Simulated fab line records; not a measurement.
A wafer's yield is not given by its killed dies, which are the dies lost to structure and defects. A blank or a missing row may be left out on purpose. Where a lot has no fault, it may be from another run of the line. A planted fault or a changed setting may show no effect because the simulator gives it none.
Which of the tools did it? ; flow nandHarc ; Sampling: 20 lots, 60 wafers, 6 of 1302 route steps

## WHAT EACH GAUGE READ, for each wafer
Not one reading of a measure or inspect step in the record can be checked against a usual standard deviation.

## EACH LOT AND THE TOOL THAT RAN IT (in order: tool; ch and the chambers of the sampled wafers; start)
lot;NHARC_A_STAIRCASE_TRIM_26;NHARC_A_STAIRCASE_TRIM_191;NHARC_A_STAIRCASE_TRIM_200;NHARC_A_STAIRCASE_ETCH_201;NHARC_A_STAIRCASE_TRIM_229;NHARC_A_STAIRCASE_STRIP_238
L074;rieDiel-07 ch 1,2, day 16 07:44 or earlier;rieDiel-07 ch 0,3, day 16 07:44 or earlier;rieDiel-07 ch 1,2, day 16 07:44 or earlier;rieDiel-07 ch 0,1, day 16 07:44 or earlier;rieDiel-06 ch 0,1,2, day 16 07:44;plasmaAsher-02 ch 0,1, day 16 10:14
L075;rieDiel-06 ch 1,2,3, day 16 15:10 or earlier;rieDiel-06 ch 0,2,3, day 16 15:10 or earlier;rieDiel-07 ch 2,3, day 16 15:10 or earlier;rieDiel-07 ch 0,2,3, day 16 15:10 or earlier;rieDiel-07 ch 1,2, day 16 15:10;plasmaAsher-01 ch 0,1, day 16 17:07
L076;rieDiel-04 ch 1,2,3, day 16 14:56 or earlier;rieDiel-06 ch 0,1,2, day 16 14:56 or earlier;rieDiel-06 ch 0,1,3, day 16 14:56 or earlier;rieDiel-06 ch 1,2,3, day 16 14:56 or earlier;rieDiel-07 ch 0,1,2, day 16 14:56;plasmaAsher-02 ch 0,1, day 16 17:01
L077;rieDiel-04 ch 1,2, day 17 10:31 or earlier;rieDiel-04 ch 0,1,2, day 17 10:31 or earlier;rieDiel-07 ch 0,1,3, day 17 10:31 or earlier;rieDiel-07 ch 0,2,3, day 17 10:31 or earlier;rieDiel-06 ch 1,2,3, day 17 10:31;plasmaAsher-01 ch 0,1, day 17 11:35
L078;rieDiel-07 ch 0,3, day 18 04:00 or earlier;rieDiel-07 ch 0,1, day 18 04:00 or earlier;rieDiel-07 ch 2,3, day 18 04:00 or earlier;rieDiel-07 ch 1,2, day 18 04:00 or earlier;rieDiel-07 ch 1,2,3, day 18 04:00;plasmaAsher-01 ch 0,1, day 18 05:04
L080;rieDiel-07 ch 0,1,3, day 18 08:24 or earlier;rieDiel-06 ch 1,2,3, day 18 08:24 or earlier;rieDiel-06 ch 0,1,2, day 18 08:24 or earlier;rieDiel-06 ch 0,1,3, day 18 08:24 or earlier;rieDiel-07 ch 0,2,3, day 18 08:24;plasmaAsher-02 ch 0,1, day 18 09:26
L081;rieDiel-06 ch 0,2,3, day 19 02:26 or earlier;rieDiel-06 ch 1,2, day 19 02:26 or earlier;rieDiel-06 ch 0,1,3, day 19 02:26 or earlier;rieDiel-06 ch 0,2,3, day 19 02:26 or earlier;rieDiel-06 ch 0,1,2, day 19 02:26;plasmaAsher-01 ch 0,1, day 19 03:31
L085;rieDiel-04 ch 0,1, day 20 11:13 or earlier;rieDiel-06 ch 1,2, day 20 11:13 or earlier;rieDiel-07 ch 1,2, day 20 11:13 or earlier;rieDiel-07 ch 1,2,3, day 20 11:13 or earlier;rieDiel-04 ch 0,1,2, day 20 11:13;plasmaAsher-01 ch 0,1, day 20 12:25
L084;rieDiel-04 ch 0,2, day 20 04:07;rieDiel-07 ch 1,2, day 20 11:30 or earlier;rieDiel-04 ch 0,3, day 20 11:30 or earlier;rieDiel-04 ch 0,1,3, day 20 11:30 or earlier;rieDiel-06 ch 0,2,3, day 20 11:30;plasmaAsher-02 ch 0,1, day 20 12:36
L083;rieDiel-06 ch 0,1,3, day 20 14:41 or earlier;rieDiel-04 ch 1,2,3, day 20 14:41 or earlier;rieDiel-06 ch 1,2,3, day 20 14:41 or earlier;rieDiel-06 ch 0,1,3, day 20 14:41 or earlier;rieDiel-06 ch 0,1,3, day 20 14:41;plasmaAsher-01 ch 0,1, day 20 15:45
L086;rieDiel-07 ch 0,3, day 20 16:22 or earlier;rieDiel-04 ch 1,3, day 20 16:22 or earlier;rieDiel-06 ch 1,3, day 20 16:22 or earlier;rieDiel-06 ch 0,2,3, day 20 16:22 or earlier;rieDiel-04 ch 0,1,2, day 20 16:22;plasmaAsher-02 ch 0,1, day 20 17:26
L089;rieDiel-07 ch 0,1,3, day 22 02:50 or earlier;rieDiel-06 ch 0,3, day 22 02:50 or earlier;rieDiel-04 ch 0,1, day 22 02:50 or earlier;rieDiel-04 ch 0,1,3, day 22 02:50 or earlier;rieDiel-06 ch 1,2,3, day 22 02:50;plasmaAsher-01 ch 0,1, day 22 03:56
L088;rieDiel-07 ch 1,2, day 22 09:56 or earlier;rieDiel-06 ch 0,1,3, day 22 09:56 or earlier;rieDiel-07 ch 0,3, day 22 09:56 or earlier;rieDiel-07 ch 2,3, day 22 09:56 or earlier;rieDiel-07 ch 0,1, day 22 09:56;plasmaAsher-02 ch 0,1, day 22 11:20
L090;rieDiel-06 ch 0,1, day 22 23:47 or earlier;rieDiel-04 ch 0,2, day 22 23:47 or earlier;rieDiel-04 ch 2,3, day 22 23:47 or earlier;rieDiel-04 ch 0,1,2, day 22 23:47 or earlier;rieDiel-07 ch 0,2,3, day 22 23:47;plasmaAsher-02 ch 0,1, day 23 01:28
L091;rieDiel-06 ch 0,1, day 23 09:40 or earlier;rieDiel-06 ch 0,1,2, day 23 09:40 or earlier;rieDiel-06 ch 0,2,3, day 23 09:40 or earlier;rieDiel-06 ch 1,2, day 23 09:40 or earlier;rieDiel-06 ch 1,3, day 23 09:40;plasmaAsher-01 ch 0,1, day 23 10:43
L092;rieDiel-06 ch 0,2, day 23 10:18 or earlier;rieDiel-06 ch 0,1,3, day 23 10:18 or earlier;rieDiel-06 ch 0,1,3, day 23 10:18 or earlier;rieDiel-06 ch 1,2,3, day 23 10:18 or earlier;rieDiel-07 ch 0,1,2, day 23 10:18;plasmaAsher-01 ch 0,1, day 23 11:25
L093;rieDiel-07 ch 0,2, day 23 23:43 or earlier;rieDiel-06 ch 0,1,3, day 23 23:43 or earlier;rieDiel-06 ch 0,1,2, day 23 23:43 or earlier;rieDiel-06 ch 1,2, day 23 23:43 or earlier;rieDiel-07 ch 0,3, day 23 23:43;plasmaAsher-02 ch 1, day 24 00:53
L094;rieDiel-07 ch 0,1, day 24 03:06 or earlier;rieDiel-07 ch 2,3, day 24 03:06 or earlier;rieDiel-06 ch 0,1, day 24 03:06 or earlier;rieDiel-06 ch 1,2,3, day 24 03:06 or earlier;rieDiel-06 ch 2,3, day 24 03:06;plasmaAsher-02 ch 0,1, day 24 04:20
L096;rieDiel-07 ch 0,2, day 25 06:05 or earlier;rieDiel-06 ch 2,3, day 25 06:05 or earlier;rieDiel-06 ch 2,3, day 25 06:05 or earlier;rieDiel-06 ch 1,2, day 25 06:05 or earlier;rieDiel-04 ch 0,2,3, day 25 06:05;plasmaAsher-01 ch 0,1, day 25 07:19
L097;rieDiel-06 ch 0,1,3, day 25 16:12 or earlier;rieDiel-07 ch 0,2,3, day 25 16:12 or earlier;rieDiel-07 ch 0,1, day 25 16:12 or earlier;rieDiel-07 ch 0,1,3, day 25 16:12 or earlier;rieDiel-06 ch 0,3, day 25 16:12;plasmaAsher-02 ch 0,1, day 25 17:17
- NHARC_A_STAIRCASE_TRIM_26: chemistry O2, time 211.2 s.
- NHARC_A_STAIRCASE_TRIM_191: chemistry O2, time 211.2 s.
- NHARC_A_STAIRCASE_TRIM_200: chemistry O2, time 211.2 s.
- NHARC_A_STAIRCASE_ETCH_201: etches the open film in C4F8/O2, target depth 100 nm, time 40.5 s.
- NHARC_A_STAIRCASE_TRIM_229: chemistry O2, time 211.2 s.
- NHARC_A_STAIRCASE_STRIP_238: strips in O2.

## WHAT THE TOOLS THEMSELVES READ (means of the sampled wafers that have a number; where no wafer has one, the mark that the record gives instead)
NHARC_A_STAIRCASE_TRIM_26. Usual: chamberPressureMTorr 59.99 mTorr, standard deviation 0.058; drypumpMotorCurrentA 5.8 A, standard deviation 0.55; oesProductAu 1.002 a.u., standard deviation 0.0069; rfVppV 57.7 V, standard deviation 0.9; showerheadPlenumPTorr 3.47 Torr, standard deviation 0.18; throttleValvePct 17.037 %, standard deviation 0.0093.
lot;tool;chamberPressureMTorr (mTorr);drypumpMotorCurrentA (A);oesProductAu (a.u.);rfVppV (V);showerheadPlenumPTorr (Torr);throttleValvePct (%);flag
L074;rieDiel-07;59.98;5.9;0.997;57.9;3.41;17.029;
L075;rieDiel-06;59.94;6.3;1.001;57.9;3.63;17.037;
L076;rieDiel-04;60.01;5.4;1.007;57.8;3.41;17.035;
L077;rieDiel-04;59.95;5.3;1.008;58.2;3.40;17.039;
L078;rieDiel-07;59.99;6.1;0.998;57.1;3.35;17.043;
L080;rieDiel-07;59.99;5.9;0.996;57.2;3.43;17.035;
L081;rieDiel-06;60.05;5.9;1.001;57.4;3.47;17.039;
L085;rieDiel-04;60.01;5.3;1.002;56.8;3.33;17.028;
L084;rieDiel-04;59.97;5.6;1.000;57.6;3.31;17.042;
L083;rieDiel-06;60.02;5.8;1.015;57.7;3.52;17.037;
L086;rieDiel-07;59.95;6.1;0.997;57.5;3.34;17.047;
L089;rieDiel-07;60.00;5.9;0.994;57.6;3.42;17.029;
L088;rieDiel-07;60.01;5.9;0.992;58.7;3.73;17.033;
L090;rieDiel-06;59.94;5.5;1.000;57.9;3.63;17.031;
L091;rieDiel-06;60.02;5.5;1.009;58.4;3.62;17.036;
L092;rieDiel-06;59.94;5.8;1.004;57.2;3.51;17.040;
L093;rieDiel-07;60.02;6.4;1.007;57.6;3.45;17.039;
L094;rieDiel-07;60.03;5.8;0.998;58.2;3.49;17.038;
L096;rieDiel-07;60.00;6.4;1.001;57.4;3.45;17.035;
L097;rieDiel-06;59.95;5.8;1.005;57.1;3.50;17.043;

NHARC_A_STAIRCASE_TRIM_191. Usual: chamberPressureMTorr 60.01 mTorr, standard deviation 0.054; drypumpMotorCurrentA 5.8 A, standard deviation 0.63; oesProductAu 1.002 a.u., standard deviation 0.0073; rfVppV 57.8 V, standard deviation 0.92; showerheadPlenumPTorr 3.47 Torr, standard deviation 0.17; throttleValvePct 17.036 %, standard deviation 0.0095.
lot;tool;chamberPressureMTorr (mTorr);drypumpMotorCurrentA (A);oesProductAu (a.u.);rfVppV (V);showerheadPlenumPTorr (Torr);throttleValvePct (%);flag
L074;rieDiel-07;59.99;6.1;0.996;57.3;3.36;17.035;
L075;rieDiel-06;60.08;5.9;0.997;58.0;3.48;17.025;
L076;rieDiel-06;60.02;5.7;1.004;58.4;3.60;17.045;
L077;rieDiel-04;59.94;5.5;1.008;57.6;3.36;17.035;
L078;rieDiel-07;60.05;6.1;0.998;57.1;3.41;17.031;
L080;rieDiel-06;60.00;6.3;1.008;58.7;3.62;17.043;
L081;rieDiel-06;60.07;6.2;1.006;58.0;3.68;17.042;
L085;rieDiel-06;59.99;6.2;1.006;58.1;3.67;17.025;
L084;rieDiel-07;60.04;5.7;1.003;57.3;3.50;17.035;
L083;rieDiel-04;60.06;5.4;1.003;58.3;3.40;17.027;
L086;rieDiel-04;59.97;5.2;0.989;58.4;3.43;17.042;
L089;rieDiel-06;60.02;5.4;1.009;58.1;3.37;17.030;
L088;rieDiel-06;60.01;5.8;1.013;58.1;3.51;17.033;
L090;rieDiel-04;60.01;5.6;0.996;57.1;3.30;17.038;
L091;rieDiel-06;60.01;5.7;1.007;59.0;3.57;17.041;
L092;rieDiel-06;60.01;5.8;1.003;56.6;3.51;17.034;
L093;rieDiel-06;59.99;5.8;1.006;58.1;3.51;17.037;
L094;rieDiel-07;60.01;6.1;1.005;58.9;3.64;17.031;
L096;rieDiel-06;59.99;6.6;0.999;58.0;3.48;17.043;
L097;rieDiel-07;59.99;6.2;0.998;58.2;3.47;17.035;

NHARC_A_STAIRCASE_TRIM_200. Usual: chamberPressureMTorr 59.99 mTorr, standard deviation 0.057; drypumpMotorCurrentA 5.8 A, standard deviation 0.61; oesProductAu 1.002 a.u., standard deviation 0.0073; rfVppV 57.6 V, standard deviation 0.92; showerheadPlenumPTorr 3.47 Torr, standard deviation 0.17; throttleValvePct 17.036 %, standard deviation 0.0089.
lot;tool;chamberPressureMTorr (mTorr);drypumpMotorCurrentA (A);oesProductAu (a.u.);rfVppV (V);showerheadPlenumPTorr (Torr);throttleValvePct (%);flag
L074;rieDiel-07;59.99;5.9;1.009;56.9;3.41;17.032;
L075;rieDiel-07;60.01;6.0;0.997;57.0;3.35;17.029;
L076;rieDiel-06;59.95;5.8;1.005;57.7;3.54;17.039;
L077;rieDiel-07;59.96;5.9;0.997;57.2;3.43;17.037;
L078;rieDiel-07;60.01;6.0;0.998;58.1;3.34;17.034;
L080;rieDiel-06;60.01;5.7;1.004;57.5;3.59;17.039;
L081;rieDiel-06;59.97;5.8;1.003;58.3;3.53;17.027;
L085;rieDiel-07;59.97;5.7;1.001;57.4;3.50;17.034;
L084;rieDiel-04;59.98;5.4;0.995;57.4;3.34;17.047;
L083;rieDiel-06;60.01;6.3;1.012;58.7;3.61;17.038;
L086;rieDiel-06;59.98;6.2;1.004;58.1;3.66;17.034;
L089;rieDiel-04;59.94;5.2;0.996;56.9;3.32;17.033;
L088;rieDiel-07;59.96;6.3;0.997;56.9;3.31;17.035;
L090;rieDiel-04;60.02;5.6;1.005;56.5;3.41;17.043;
L091;rieDiel-06;59.99;5.9;1.004;58.9;3.45;17.034;
L092;rieDiel-06;60.04;5.8;1.003;57.6;3.51;17.037;
L093;rieDiel-06;59.94;5.7;1.008;58.2;3.57;17.036;
L094;rieDiel-06;60.01;5.6;1.007;58.1;3.62;17.040;
L096;rieDiel-06;60.01;6.6;1.011;58.0;3.48;17.034;
L097;rieDiel-07;60.03;5.7;1.002;57.8;3.49;17.034;

NHARC_A_STAIRCASE_ETCH_201. Usual: chamberPressureMTorr 24.998 mTorr, standard deviation 0.023; oesProductAu 0.946 a.u., standard deviation 0.01; rfVppV 894 V, standard deviation 6.3.
lot;tool;chamberPressureMTorr (mTorr);oesProductAu (a.u.);rfVppV (V);flag
L074;rieDiel-07;25.016;0.938;895;
L075;rieDiel-07;25.006;0.947;889;
L076;rieDiel-06;25.008;0.936;899;
L077;rieDiel-07;24.990;0.949;888;
L078;rieDiel-07;24.983;0.935;896;
L080;rieDiel-06;25.013;0.946;896;
L081;rieDiel-06;24.974;0.946;894;
L085;rieDiel-07;24.981;0.944;892;
L084;rieDiel-04;24.988;0.941;890;
L083;rieDiel-06;24.993;0.948;896;
L086;rieDiel-06;25.006;0.965;894;
L089;rieDiel-04;25.013;0.938;890;
L088;rieDiel-07;24.993;0.949;895;
L090;rieDiel-04;24.979;0.939;889;
L091;rieDiel-06;24.993;0.938;903;
L092;rieDiel-06;24.999;0.950;898;
L093;rieDiel-06;25.001;0.943;901;
L094;rieDiel-06;25.007;0.956;898;
L096;rieDiel-06;25.032;0.950;902;
L097;rieDiel-07;25.004;0.935;891;

NHARC_A_STAIRCASE_TRIM_229. Usual: chamberPressureMTorr 60.01 mTorr, standard deviation 0.057; drypumpMotorCurrentA 5.9 A, standard deviation 0.63; oesProductAu 1.003 a.u., standard deviation 0.0076; rfVppV 57.5 V, standard deviation 0.95; showerheadPlenumPTorr 3.47 Torr, standard deviation 0.17; throttleValvePct 17.036 %, standard deviation 0.01.
lot;tool;chamberPressureMTorr (mTorr);drypumpMotorCurrentA (A);oesProductAu (a.u.);rfVppV (V);showerheadPlenumPTorr (Torr);throttleValvePct (%);flag
L074;rieDiel-06;60.02;5.7;1.004;57.1;3.60;17.032;
L075;rieDiel-07;59.96;5.9;0.992;57.7;3.41;17.042;
L076;rieDiel-07;60.01;6.0;1.001;56.7;3.41;17.045;
L077;rieDiel-06;60.00;6.3;1.016;57.9;3.62;17.048;
L078;rieDiel-07;60.02;5.8;0.993;56.8;3.43;17.034;
L080;rieDiel-07;60.03;6.2;0.998;57.6;3.32;17.048;
L081;rieDiel-06;60.09;5.7;1.006;58.5;3.59;17.037;
L085;rieDiel-04;60.03;5.4;0.995;57.1;3.35;17.037;
L084;rieDiel-06;59.99;5.9;1.006;57.6;3.46;17.039;
L083;rieDiel-06;60.05;5.8;1.009;59.0;3.52;17.040;
L086;rieDiel-04;59.99;5.4;1.004;57.2;3.34;17.026;
L089;rieDiel-06;60.00;6.3;1.010;57.4;3.61;17.030;
L088;rieDiel-07;60.03;5.8;1.003;57.1;3.50;17.042;
L090;rieDiel-07;59.99;6.2;1.005;57.7;3.48;17.034;
L091;rieDiel-06;60.01;6.4;1.008;57.9;3.54;17.040;
L092;rieDiel-07;59.96;6.0;1.002;57.9;3.56;17.038;
L093;rieDiel-07;59.99;6.3;0.999;57.2;3.30;17.042;
L094;rieDiel-06;60.01;6.4;1.003;57.5;3.54;17.040;
L096;rieDiel-04;60.02;5.6;0.994;57.9;3.52;17.039;
L097;rieDiel-06;60.04;5.4;1.009;57.4;3.36;17.028;

NHARC_A_STAIRCASE_STRIP_238. Usual: drypumpMotorCurrentA 5.4 A, standard deviation 0.39; heaterPowerW 317 W, standard deviation 22.
lot;tool;drypumpMotorCurrentA (A);heaterPowerW (W);flag
L074;plasmaAsher-02;5.5;353;
L075;plasmaAsher-01;5.5;299;
L076;plasmaAsher-02;5.6;350;
L077;plasmaAsher-01;5.5;303;
L078;plasmaAsher-01;5.2;298;
L080;plasmaAsher-02;5.5;350;
L081;plasmaAsher-01;5.5;299;
L085;plasmaAsher-01;5.5;300;
L084;plasmaAsher-02;5.6;345;
L083;plasmaAsher-01;5.1;304;
L086;plasmaAsher-02;5.5;346;
L089;plasmaAsher-01;5.5;301;
L088;plasmaAsher-02;5.5;335;
L090;plasmaAsher-02;5.6;330;
L091;plasmaAsher-01;5.2;300;
L092;plasmaAsher-01;5.5;299;
L093;plasmaAsher-02;5.5;338;
L094;plasmaAsher-02;5.5;337;
L096;plasmaAsher-01;5.5;301;
L097;plasmaAsher-02;5.6;329;

## THE ANSWER, worked out from the rows above alone
Rule: a lot is off if the mean of its wafers that have a number lies more than 3 standard deviations from the usual mean. A lot without any number at a reading at which 4 lots or more have one is off too. Where the step has rows for the other lots, those lots are counted as sound. First the gauges in route order, then the tools' own readings, where a lot's mean is used as printed above. At the first step where some lot is off, the reading lying furthest off is the one used; lots without a number count as furthest.
None of the lots is off at any reading shown; this tells nothing.

## WHAT THE SIMULATOR HAD INSERTED
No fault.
